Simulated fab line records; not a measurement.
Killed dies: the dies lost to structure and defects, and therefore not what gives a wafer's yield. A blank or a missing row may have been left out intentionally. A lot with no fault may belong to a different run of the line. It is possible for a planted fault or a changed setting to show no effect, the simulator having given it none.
Matching of chambers | flow n5 finfet | N5_BEOL_M9_PECVD_70 on pecvd-04: 3 sister chambers
The step deposits SiO2 from TEOS/O2, target thk 20 nm, time 22.7 s. 6 wafers are shown with their chamber, then 9 later ones without.

## WAFERS, EACH WITH ITS CHAMBER
wafer  | chamber | throttle valve pct (%) | showerhead plenum p Torr (Torr)
L078.6 | 2       | 21.1                   | 8.72
L080.2 | 1       | 25.0                   | 8.84
L080.3 | 2       | 21.2                   | 8.73
L081.3 | 0       | 23.2                   | 8.80
L081.5 | 0       | 23.3                   | 8.78
L081.6 | 1       | 25.3                   | 8.82

## WAFERS WITH NO CHAMBER GIVEN
wafer  | throttle valve pct (%) | showerhead plenum p Torr (Torr)
L086.1 | 23.3                   | 8.79
L086.3 | 21.3                   | 8.73
L086.5 | 21.3                   | 8.72
L089.4 | 23.6                   | 8.80
L089.5 | 21.3                   | 8.73
L089.6 | 24.8                   | 8.83
L092.2 | 21.4                   | 8.73
L092.3 | 24.9                   | 8.85
L092.6 | 21.5                   | 8.75

## WHICH CHAMBER EACH WENT THROUGH
wafer  | from the rows above | in truth
L086.1 | 0                   | 0
L086.3 | 2                   | 2
L086.5 | 2                   | 2
L089.4 | 0                   | 0
L089.5 | 2                   | 2
L089.6 | 1                   | 1
L092.2 | 2                   | 2
L092.3 | 1                   | 1
L092.6 | 2                   | 2
9 of 9 placed correctly. Number that these rows cannot place: 0. Wrongly placed: 0.
How it was worked out, from the rows above alone: a wafer's distance from a chamber is the root of the sum, over the readings, of the square of ((its reading less the chamber's mean) divided by the reading's scatter). If the next closest chamber is less than 2 further off than the closest, the wafer can't be placed; otherwise it belongs to the closest. Each chamber's mean is taken over the wafers shown for it. The scatter: the root of (the sum of the squares of (reading less its chamber's mean) over the shown wafers, divided by (wafers less chambers)).
